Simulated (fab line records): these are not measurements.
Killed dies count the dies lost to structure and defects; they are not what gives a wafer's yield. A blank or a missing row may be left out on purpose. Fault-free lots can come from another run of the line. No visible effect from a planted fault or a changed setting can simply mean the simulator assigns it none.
fab line records + flow n5Finfet
record
- lots=10
- wafers=30
- lastDay=19
route steps=1938 shown BEOL_M2@919 BEOL_M3@933 BEOL_M4@1111
lots untouched by any fault: they come from a run of this same line in which no faults occurred
startH: hours from the record's first day to the start of the lot's first wafer shown + waitH: hours from the lot's prior step to this one + " as in the row above + L1.1+2: a row that stands for several wafers + - no value present, or no start provided + * or withheld: withheld + < > ~ a bound
route shown NAME@n: names a module that has steps shown in the file, with the first one's number in the route + usual: the fault-free wafers' mean and standard deviation + same: alike in all rows + chamber/n: place in a boat + sites: readings site by site + _std_site: their standard deviation + _edge_site: inner sites' mean taken away from outer sites' mean + radiusMm: how far each site lies from the wafer's centre + mask NAME#n: copy n + behind: the tool/chamber that last shaped the wafer + hold: what put the lot on hold/how long, in hours/how the hold closed + device: transistor that didn't switch, given as n, p or np + end of line: the same wafers' tests at the end of the route + a step given without rows: its recipe and nothing more + killed: dies lost to structure and defects at the first sort, not the wafer's yield + map: a wafer's dies, marking killed ones x, the rest . and places with no die _
set.NAME: the setting that was run; set.NAME@STEP: the one run at that earlier step + model.NAME: the simulator's own value behind a step, which no gauge read
one table for each step of the route and one row for each wafer, over a sample of lots
services: a tool's chamber out of use, with start hour (startH, from the record's first day; less than 0 if before it), hours out, and reason
## steps
# step N5_BEOL_M2_ANNEAL_95
# recipe
- tempC=400
- timeS=240
- ambient=vacuum
# usual
- heaterPowerW=816/110
- susceptor_temp_C_max=401.0/0.41
| lot.wafer | tool          | chamber | startH | waitH | heaterPowerW | susceptor_temp_C_max |
|-----------|---------------|---------|--------|-------|--------------|----------------------|
| L806.1    | pvdSputter-02 | -       | 148.38 | 0.0   | 993          | 400.6                |
| L806.3    | "             | -       | "      | "     | 800          | 401.6                |
| L806.5    | "             | -       | "      | "     | 666          | 401.2                |
| L809.2    | pvdSputter-02 | -       | 172.26 | 0.0   | 663          | 401.3                |
| L809.5    | "             | -       | "      | "     | 798          | 401.5                |
| L809.6    | "             | -       | "      | "     | 997          | 400.6                |
| L808.1    | pvdSputter-01 | -       | 174.98 | 0.0   | 833          | 400.8                |
| L808.3    | "             | -       | "      | "     | 712          | 400.6                |
| L808.4    | "             | -       | "      | "     | 827          | 400.9                |
| L810.2    | pvdSputter-02 | -       | 193.66 | 0.0   | 698          | 400.9                |
| L810.3    | "             | -       | "      | "     | 815          | 400.9                |
| L810.6    | "             | -       | "      | "     | 990          | 401.1                |
| L815.1    | pvdSputter-03 | -       | 238.90 | 0.0   | 840          | 401.1                |
| L815.4    | "             | -       | "      | "     | 776          | 401.3                |
| L815.5    | "             | -       | "      | "     | 777          | 401.2                |
| L820.3    | pvdSputter-03 | -       | 261.52 | 0.0   | 977          | 400.8                |
| L820.5    | "             | -       | "      | "     | 843          | 401.1                |
| L820.6    | "             | -       | "      | "     | 963          | 400.8                |
| L825.1    | pvdSputter-03 | -       | 267.14 | 0.0   | 815          | 400.6                |
| L825.2    | "             | -       | "      | "     | 968          | 401.3                |
| L825.4    | "             | -       | "      | "     | 980          | 400.6                |
| L824.3    | pvdSputter-03 | -       | 283.30 | 0.0   | 985          | 400.9                |
| L824.5    | "             | -       | "      | "     | 960          | 401.1                |
| L824.6    | "             | -       | "      | "     | 945          | 401.5                |
| L826.2    | pvdSputter-03 | -       | 291.17 | 0.0   | 938          | 401.6                |
| L826.3    | "             | -       | "      | "     | 789          | 400.8                |
| L826.6    | "             | -       | "      | "     | 994          | 400.3                |
| L827.2    | pvdSputter-02 | -       | 291.45 | 0.0   | 647          | 401.6                |
| L827.5    | "             | -       | "      | "     | 817          | 401.0                |
| L827.6    | "             | -       | "      | "     | 650          | 401.4                |
# step N5_BEOL_M2_SPUTTER_96
# recipe
- material=Cu
- targetThkA=45
- tempC=-20
- chamberPressurePa=0.07
- powerW=withheld
- timeS=8.29
# usual
- throttleValvePct=30.4/0.82
| lot.wafer | tool          | chamber | startH | waitH | throttleValvePct |
|-----------|---------------|---------|--------|-------|------------------|
| L806.1    | pvdSputter-02 | -       | 148.52 | 0.1   | 30.1             |
| L806.3    | "             | -       | "      | "     | 30.2             |
| L806.5    | "             | -       | "      | "     | 31.6             |
| L809.2    | pvdSputter-02 | -       | 172.40 | 0.1   | 31.5             |
| L809.5    | "             | -       | "      | "     | 30.4             |
| L809.6    | "             | -       | "      | "     | 30.3             |
| L808.1    | pvdSputter-01 | -       | 175.12 | 0.1   | 28.8             |
| L808.3    | "             | -       | "      | "     | 31.4             |
| L808.4    | "             | -       | "      | "     | 31.3             |
| L810.2    | pvdSputter-02 | -       | 193.80 | 0.1   | 29.0             |
| L810.3    | "             | -       | "      | "     | 30.3             |
| L810.6    | "             | -       | "      | "     | 30.1             |
| L815.1    | pvdSputter-03 | -       | 239.04 | 0.1   | 29.9             |
| L815.4    | "             | -       | "      | "     | 30.0             |
| L815.5    | "             | -       | "      | "     | 30.2             |
| L820.3    | pvdSputter-03 | -       | 261.66 | 0.1   | 30.2             |
| L820.5    | "             | -       | "      | "     | 30.0             |
| L820.6    | "             | -       | "      | "     | 30.2             |
| L825.1    | pvdSputter-03 | -       | 267.28 | 0.1   | 29.9             |
| L825.2    | "             | -       | "      | "     | 30.4             |
| L825.4    | "             | -       | "      | "     | 29.9             |
| L824.3    | pvdSputter-03 | -       | 283.44 | 0.1   | 30.1             |
| L824.5    | "             | -       | "      | "     | 30.0             |
| L824.6    | "             | -       | "      | "     | 30.3             |
| L826.2    | pvdSputter-03 | -       | 291.31 | 0.1   | 30.7             |
| L826.3    | "             | -       | "      | "     | 29.9             |
| L826.6    | "             | -       | "      | "     | 30.1             |
| L827.2    | pvdSputter-02 | -       | 291.59 | 0.1   | 31.6             |
| L827.5    | "             | -       | "      | "     | 30.2             |
| L827.6    | "             | -       | "      | "     | 31.5             |
# step N5_BEOL_M2_INSPECT_59
# recipe
- inspectInstrument=darkfield
- mode=postDep
# usual
- rawDefectCount=74/21
| lot.wafer | tool             | chamber | startH | waitH | rawDefectCount |
|-----------|------------------|---------|--------|-------|----------------|
| L806.1    | defectInspect-02 | -       | 149.59 | 0.0   | 75             |
| L806.3    | "                | -       | "      | "     | 80             |
| L806.5    | "                | -       | "      | "     | 117            |
| L809.2    | defectInspect-02 | -       | 173.47 | 0.0   | 47             |
| L809.5    | "                | -       | "      | "     | 51             |
| L809.6    | "                | -       | "      | "     | 49             |
| L808.1    | defectInspect-02 | -       | 176.19 | 0.0   | 58             |
| L808.3    | "                | -       | "      | "     | 106            |
| L808.4    | "                | -       | "      | "     | 102            |
| L810.2    | defectInspect-01 | -       | 194.89 | 0.0   | 70             |
| L810.3    | "                | -       | "      | "     | 95             |
| L810.6    | "                | -       | "      | "     | 62             |
| L815.1    | defectInspect-01 | -       | 240.11 | 0.0   | 92             |
| L815.4    | "                | -       | "      | "     | 56             |
| L815.5    | "                | -       | "      | "     | 71             |
| L820.3    | defectInspect-02 | -       | 266.43 | 0.0   | 41             |
| L820.5    | "                | -       | "      | "     | 64             |
| L820.6    | "                | -       | "      | "     | 100            |
| L825.1    | defectInspect-02 | -       | 268.63 | 0.0   | 67             |
| L825.2    | "                | -       | "      | "     | 63             |
| L825.4    | "                | -       | "      | "     | 61             |
| L824.3    | defectInspect-01 | -       | 284.53 | 0.0   | 74             |
| L824.5    | "                | -       | "      | "     | 67             |
| L824.6    | "                | -       | "      | "     | 57             |
| L826.2    | defectInspect-02 | -       | 292.38 | 0.0   | 67             |
| L826.3    | "                | -       | "      | "     | 73             |
| L826.6    | "                | -       | "      | "     | 63             |
| L827.2    | defectInspect-02 | -       | 292.66 | 0.0   | 58             |
| L827.5    | "                | -       | "      | "     | 64             |
| L827.6    | "                | -       | "      | "     | 37             |
# step N5_BEOL_M3_PECVD_72
# recipe
- material=SiO2
- targetThkA=160
- tempC=400
- precursor=TEOS/O2
- pressureTorr=5.5
- rfW=450
- teosFlowSccm=53.8
- gas=O2
- flowSccm=3000
- timeS=18
# usual
- chamberPressureTorr=5.501/0.013
- heaterPowerW=665/93
- showerheadPlenumPTorr=8.79/0.049
- showerheadVppV=1275/53
- susceptorTempC=399.99/0.21
- throttleValvePct=22.4/1.5
| lot.wafer | tool     | chamber | startH | waitH | chamberPressureTorr | heaterPowerW | showerheadPlenumPTorr | showerheadVppV | susceptorTempC | throttleValvePct |
|-----------|----------|---------|--------|-------|---------------------|--------------|-----------------------|----------------|----------------|------------------|
| L806.1    | pecvd-01 | 2       | 149.73 | 0.0   | 5.486               | 682          | 8.78                  | 1306           | 399.82         | 19.9             |
| L806.3    | "        | 0       | "      | "     | 5.515               | 572          | 8.82                  | 1351           | 399.52         | 22.8             |
| L806.5    | "        | 2       | "      | "     | 5.503               | 682          | 8.78                  | 1315           | 399.46         | 19.8             |
| L809.2    | pecvd-01 | 0       | 173.62 | 0.0   | 5.509               | 546          | 8.81                  | 1352           | 399.69         | 23.0             |
| L809.5    | "        | 0       | "      | "     | 5.500               | 555          | 8.81                  | 1317           | 399.73         | 23.0             |
| L809.6    | "        | 2       | "      | "     | 5.500               | 666          | 8.78                  | 1319           | 400.25         | 19.9             |
| L808.1    | pecvd-03 | 1       | 176.33 | 0.0   | 5.482               | 660          | 8.86                  | 1316           | 399.95         | 23.6             |
| L808.3    | "        | 0       | "      | "     | 5.523               | 766          | 8.78                  | 1252           | 399.99         | 21.3             |
| L808.4    | "        | 0       | "      | "     | 5.517               | 749          | 8.78                  | 1243           | 400.14         | 21.5             |
| L810.2    | pecvd-03 | 2       | 195.03 | 0.0   | 5.484               | 521          | 8.84                  | 1241           | 400.13         | 22.7             |
| L810.3    | "        | 1       | "      | "     | 5.506               | 643          | 8.90                  | 1325           | 400.00         | 23.7             |
| L810.6    | "        | 1       | "      | "     | 5.494               | 652          | 8.86                  | 1327           | 400.30         | 23.5             |
| L815.1    | pecvd-03 | 1       | 240.26 | 0.0   | 5.505               | 698          | 8.89                  | 1330           | 400.02         | 23.5             |
| L815.4    | "        | 1       | "      | "     | 5.512               | 699          | 8.87                  | 1302           | 400.03         | 23.5             |
| L815.5    | "        | 2       | "      | "     | 5.511               | 563          | 8.84                  | 1256           | 400.08         | 22.6             |
| L820.3    | pecvd-03 | 1       | 266.58 | 0.0   | 5.464               | 711          | 8.87                  | 1327           | 404.08         | 23.7             |
| L820.5    | "        | 0       | "      | "     | 5.504               | 834          | 8.75                  | 1258           | 404.08         | 21.3             |
| L820.6    | "        | 1       | "      | "     | 5.470               | 712          | 8.87                  | 1344           | 404.01         | 23.7             |
| L825.1    | pecvd-01 | 2       | 268.78 | 0.0   | 5.483               | 617          | 8.77                  | 1303           | 399.98         | 20.0             |
| L825.2    | "        | 0       | "      | "     | 5.518               | 590          | 8.82                  | 1320           | 399.77         | 22.9             |
| L825.4    | "        | 2       | "      | "     | 5.495               | 638          | 8.80                  | 1316           | 400.09         | 20.0             |
| L824.3    | pecvd-03 | 2       | 284.69 | 0.1   | 5.500               | 562          | 8.87                  | 1265           | 404.54         | 22.9             |
| L824.5    | "        | 0       | "      | "     | 5.503               | 734          | 8.77                  | 1250           | 403.75         | 21.7             |
| L824.6    | "        | 2       | "      | "     | 5.506               | 559          | 8.85                  | 1260           | 404.03         | 22.9             |
| L826.2    | pecvd-01 | 2       | 292.52 | 0.0   | 5.488               | 661          | 8.76                  | 1310           | 399.74         | 20.2             |
| L826.3    | "        | 0       | "      | "     | 5.508               | 558          | 8.82                  | 1305           | 400.25         | 22.9             |
| L826.6    | "        | 0       | "      | "     | 5.498               | 578          | 8.78                  | 1332           | 400.02         | 22.9             |
| L827.2    | pecvd-01 | 1       | 292.80 | 0.0   | 5.509               | 676          | 8.74                  | 1191           | 400.22         | 24.5             |
| L827.5    | "        | 2       | "      | "     | 5.488               | 679          | 8.78                  | 1278           | 399.81         | 20.3             |
| L827.6    | "        | 1       | "      | "     | 5.494               | 670          | 8.73                  | 1194           | 400.08         | 24.4             |
# step N5_BEOL_M4_RC_MEAS_101
# usual
- DIBL_N=36.6/1.1
- DIBL_P=36.7/1.5
- IOFF_N=0.155/0.019
- IOFF_P=0.208/0.025
- ION_N=673/8.5
- ION_P=462/5.9
- SS_N=71.6/0.58
- SS_P=73.5/0.51
- VT_N=250.7/2.4
- VT_P=-251/3
| lot.wafer | tool      | chamber | startH | waitH | DIBL_N[mV/V] | DIBL_P[mV/V] | IOFF_N[nA/um] | IOFF_P[nA/um] | ION_N[uA/um] | ION_P[uA/um] | SS_N[mV/dec] | SS_P[mV/dec] | VT_N[mV] | VT_P[mV] |
|-----------|-----------|---------|--------|-------|--------------|--------------|---------------|---------------|--------------|--------------|--------------|--------------|----------|----------|
| L806.1    | prober-02 | 0       | 233.55 | 0.0   | 36.8         | 35.9         | 0.146         | 0.228         | 660          | 468          | 71.4         | 73.2         | 254.4    | -246     |
| L806.3    | "         | 0       | "      | "     | 37.3         | 36.5         | 0.154         | 0.235         | 669          | 467          | 71.2         | 73.5         | 251.4    | -244     |
| L806.5    | "         | 0       | "      | "     | 36.5         | 35.9         | 0.142         | 0.226         | 662          | 464          | 71.4         | 74.0         | 251.8    | -246     |
| L808.1    | prober-02 | 0       | 238.15 | 0.0   | 34.9         | 32.8         | 0.140         | 0.178         | 673          | 464          | 71.2         | 72.9         | 250.1    | -251     |
| L808.3    | "         | 0       | "      | "     | 36.0         | 34.5         | 0.161         | 0.202         | 675          | 466          | 71.0         | 72.9         | 248.8    | -252     |
| L808.4    | "         | 0       | "      | "     | 35.5         | 34.1         | 0.154         | 0.193         | 670          | 457          | 70.9         | 73.0         | 249.8    | -251     |
| L809.2    | prober-02 | 0       | 244.54 | 0.2   | 35.4         | 35.1         | 0.154         | 0.207         | 667          | 461          | 71.7         | 73.3         | 249.7    | -248     |
| L809.5    | "         | 0       | "      | "     | 36.8         | 36.9         | 0.183         | 0.242         | 678          | 467          | 72.5         | 73.5         | 247.9    | -247     |
| L809.6    | "         | 0       | "      | "     | 36.9         | 37.4         | 0.185         | 0.248         | 683          | 468          | 72.2         | 73.1         | 245.7    | -248     |
| L810.2    | prober-01 | 0       | 252.76 | 0.2   | 37.5         | 37.8         | 0.163         | 0.208         | 669          | 462          | 71.1         | 73.7         | 251.8    | -253     |
| L810.3    | "         | 0       | "      | "     | 34.9         | 34.6         | 0.125         | 0.157         | 662          | 453          | 70.4         | 73.3         | 253.7    | -252     |
| L810.6    | "         | 0       | "      | "     | 37.0         | 36.5         | 0.152         | 0.190         | 674          | 462          | 70.5         | 73.4         | 250.9    | -251     |
| L815.1    | prober-01 | 0       | 258.26 | 0.0   | 36.0         | 37.5         | 0.148         | 0.199         | 669          | 454          | 71.9         | 73.9         | 252.7    | -250     |
| L815.4    | "         | 0       | "      | "     | 36.3         | 38.4         | 0.157         | 0.213         | 664          | 455          | 72.2         | 74.1         | 249.3    | -252     |
| L815.5    | "         | 0       | "      | "     | 35.6         | 37.4         | 0.148         | 0.197         | 672          | 457          | 71.7         | 73.5         | 252.7    | -253     |
| L820.3    | prober-02 | 0       | 316.95 | 0.3   | 36.3         | 35.8         | 0.140         | 0.223         | 671          | 470          | 71.6         | 73.5         | 249.9    | -248     |
| L820.5    | "         | 0       | "      | "     | 36.7         | 36.4         | 0.144         | 0.235         | 676          | 472          | 71.4         | 74.7         | 253.7    | -247     |
| L820.6    | "         | 0       | "      | "     | 37.9         | 38.5         | 0.168         | 0.263         | 668          | 471          | 72.0         | 74.8         | 250.2    | -246     |
| L825.1    | prober-01 | 0       | 320.36 | 0.0   | 37.6         | 37.0         | 0.159         | 0.202         | 665          | 456          | 71.7         | 73.6         | 250.7    | -251     |
| L825.2    | "         | 0       | "      | "     | 35.8         | 35.7         | 0.132         | 0.175         | 674          | 458          | 71.4         | 73.3         | 252.7    | -255     |
| L825.4    | "         | 0       | "      | "     | 37.0         | 36.6         | 0.149         | 0.185         | 665          | 455          | 71.3         | 73.8         | 250.0    | -254     |
| L824.3    | prober-02 | 0       | 325.10 | 0.3   | 36.6         | 36.4         | 0.154         | 0.181         | 683          | 459          | 71.6         | 74.2         | 249.8    | -256     |
| L824.5    | "         | 0       | "      | "     | 37.0         | 36.2         | 0.161         | 0.184         | 682          | 463          | 71.1         | 73.7         | 249.2    | -253     |
| L824.6    | "         | 0       | "      | "     | 36.6         | 36.0         | 0.151         | 0.178         | 686          | 460          | 72.5         | 73.2         | 250.2    | -253     |
| L826.2    | prober-01 | 0       | 347.62 | 0.2   | 36.1         | 37.2         | 0.149         | 0.219         | 661          | 463          | 71.4         | 73.3         | 254.1    | -247     |
| L826.3    | "         | 0       | "      | "     | 37.0         | 37.9         | 0.164         | 0.234         | 681          | 468          | 71.4         | 73.8         | 250.1    | -246     |
| L826.6    | "         | 0       | "      | "     | 35.9         | 37.1         | 0.144         | 0.219         | 662          | 458          | 71.4         | 73.0         | 251.0    | -247     |
| L827.2    | prober-01 | 0       | 362.67 | 0.2   | 36.5         | 36.6         | 0.150         | 0.218         | 675          | 464          | 71.7         | 73.4         | 251.7    | -249     |
| L827.5    | "         | 0       | "      | "     | 37.8         | 37.9         | 0.170         | 0.245         | 677          | 469          | 71.5         | 74.2         | 252.2    | -247     |
| L827.6    | "         | 0       | "      | "     | 35.7         | 35.1         | 0.131         | 0.200         | 675          | 471          | 71.2         | 73.5         | 253.5    | -248     |
## services
| tool          | chamber | startH | hours | kind          |
|---------------|---------|--------|-------|---------------|
| pvdSputter-02 | -       | 125.30 | 15.2  | repair        |
| pecvd-01      | -       | 126.37 | 6.7   | repair        |
| pvdSputter-03 | -       | 135.06 | 96.7  | repair        |
| pecvd-01      | 0       | 152.14 | 2.2   | repair        |
| pecvd-03      | 0       | 186.75 | 5.0   | scheduledDown |
| pecvd-01      | -       | 190.56 | 14.6  | pm            |
| pecvd-01      | 1       | 216.06 | 12.8  | repair        |
| pecvd-01      | 2       | 220.21 | 2.1   | scheduledDown |
| pecvd-01      | -       | 228.73 | 2.5   | repair        |
| pecvd-01      | -       | 231.27 | 2.8   | pm            |
| pecvd-03      | 2       | 253.62 | 5.5   | scheduledDown |
| pecvd-03      | 2       | 275.97 | 5.5   | scheduledDown |
| pecvd-03      | 1       | 277.89 | 12.2  | repair        |
| pecvd-01      | 0       | 279.29 | 5.0   | scheduledDown |
## key
firstSign
- step=N5_BEOL_M3_PECVD_72
- reading=susceptorTempC
- direction=up
- sigmas=20
- usual=*
- struck=*
effect none on later readings
metAt N5_BEOL_M3_PECVD_72
struckLots L820,L824
notActingAt N5_BEOL_M2_ANNEAL_95,N5_BEOL_M2_SPUTTER_96,N5_BEOL_M2_INSPECT_59
onsetBetween 240.26 266.58
fault
- kind=processParameterDrift
- tool=pecvd-03
- chamber=-
- onsetH=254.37
- steps=N5_BEOL_M3_PECVD_72
- channel=tempC
- offset=*
- shape=step
- endH=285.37
- actsIn=*
- stated=*
